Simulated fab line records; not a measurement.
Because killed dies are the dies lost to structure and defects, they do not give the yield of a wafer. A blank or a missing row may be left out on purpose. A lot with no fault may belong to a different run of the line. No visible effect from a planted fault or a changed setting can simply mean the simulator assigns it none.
Chamber matching -- flow n5 finfet -- rie diel-03 running N5_MOL_CONTACT_COAG_ETCH_91: 4 sister chambers
The step etches SOC in N2/H2, target depth 60 nm, overetch 21 nm, time 101.2 s. 14 wafers are shown with their chamber, then 7 later ones without.

== WAFERS, EACH WITH ITS CHAMBER ==
wafer,chamber,drypump motor current A (A),showerhead plenum p Torr (Torr),throttle valve pct (%)
L385.1,0,5.5,2.50,17.70
L385.4,3,4.8,2.63,18.14
L385.6,2,5.3,2.43,17.99
L386.1,0,5.5,2.50,17.74
L386.4,2,5.3,2.43,17.99
L386.5,0,5.5,2.50,17.74
L392.1,1,6.5,2.71,17.77
L392.4,2,5.3,2.43,18.02
L392.5,1,6.5,2.71,17.78
L394.1,0,5.5,2.49,17.75
L394.4,3,4.9,2.62,18.17
L394.6,1,6.5,2.71,17.80
L395.2,3,4.9,2.62,18.17
L395.3,2,5.3,2.43,18.01

SIGNATURES (averages over the wafers above)
reading,chamber 0,chamber 1,chamber 2,chamber 3,scatter within a chamber
drypump motor current A,5.500,6.500,5.300,4.867,0.0258
showerhead plenum p Torr,2.4975,2.7100,2.4300,2.6233,0.00376
throttle valve pct,17.7325,17.7833,18.0025,18.1600,0.0179
Rule: distance of a wafer from a chamber = root of the sum over the readings of ((wafer's reading minus chamber's mean) / reading's scatter) squared. If the next closest chamber is less than 2 further off than the closest, the wafer can't be placed; otherwise it belongs to the closest. The scatter: the root of (the sum of the squares of (reading less its chamber's mean) over the shown wafers, divided by (wafers less chambers)).

== WAFERS WITHOUT THEIR CHAMBER ==
wafer,drypump motor current A (A),showerhead plenum p Torr (Torr),throttle valve pct (%)
L395.5,4.8,2.62,18.19
L398.4,5.3,2.43,18.04
L398.5,6.5,2.70,17.81
L398.6,5.3,2.43,18.03
L401.1,5.5,2.49,17.37
L401.5,6.5,2.70,17.84
L401.6,5.5,2.49,17.35

== WHICH CHAMBER EACH WENT THROUGH ==
wafer,from the rows above,in truth
L395.5,3,3
L398.4,2,2
L398.5,1,1
L398.6,2,2
L401.1,0,0
L401.5,1,1
L401.6,0,0
Correct placement for 7 of the 7. From these rows, 0 cannot be placed. Wrongly placed: 0.
